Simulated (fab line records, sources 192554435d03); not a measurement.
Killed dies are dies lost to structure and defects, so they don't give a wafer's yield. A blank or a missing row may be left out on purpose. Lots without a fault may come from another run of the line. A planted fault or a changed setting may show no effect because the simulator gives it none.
Chamber matching | flow n5_finfet | N5_BEOL_M1_VIA_ETCH_34 on rie_diel-01: 4 sister chambers
The step etches the open film in C4F6/O2, target depth 67.8 nm, time 64.4 s. 4 wafers are shown with their chamber, then 12 later ones without.

WAFERS WITH THEIR CHAMBER
wafer  | chamber | showerhead_plenum_p_Torr (Torr)
L082.3 | 1       | 2.82
L085.6 | 0       | 2.88
L084.4 | 2       | 2.82
L084.6 | 3       | 2.70

WAFERS WITHOUT THEIR CHAMBER
wafer  | showerhead_plenum_p_Torr (Torr)
L086.3 | 2.88
L086.4 | 2.82
L086.5 | 2.88
L088.2 | 2.81
L088.4 | 2.70
L088.5 | 2.82
L094.1 | 2.87
L094.5 | 2.88
L094.6 | 2.70
L095.2 | 2.70
L095.3 | 2.87
L095.4 | 2.69

WHICH CHAMBER EACH WENT THROUGH
wafer  | from the rows above     | in truth
L086.3 | 0                       | 0
L086.4 | can't be placed: 1 or 2 | 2
L086.5 | 0                       | 0
L088.2 | can't be placed: 1 or 2 | 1
L088.4 | 3                       | 3
L088.5 | can't be placed: 1 or 2 | 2
L094.1 | 0                       | 0
L094.5 | 0                       | 0
L094.6 | 3                       | 3
L095.2 | 3                       | 3
L095.3 | 0                       | 0
L095.4 | 3                       | 3
Placed correctly: 9 of 12. Can't be placed from these rows: 3 (the true chamber is among the candidates in 3). Placed wrongly: 0.
How it was worked out, from the rows above alone: a wafer's distance from a chamber is the root of the sum, over the readings, of the square of ((its reading less the chamber's mean) divided by the reading's scatter). The wafer belongs to the nearest chamber; if the next one is less than 2 further off, it can't be placed. A chamber's mean is the mean of its shown wafers. The scatter: with one shown wafer a chamber, the root of the mean of the squares of how far each hidden wafer lies from its nearest shown one.
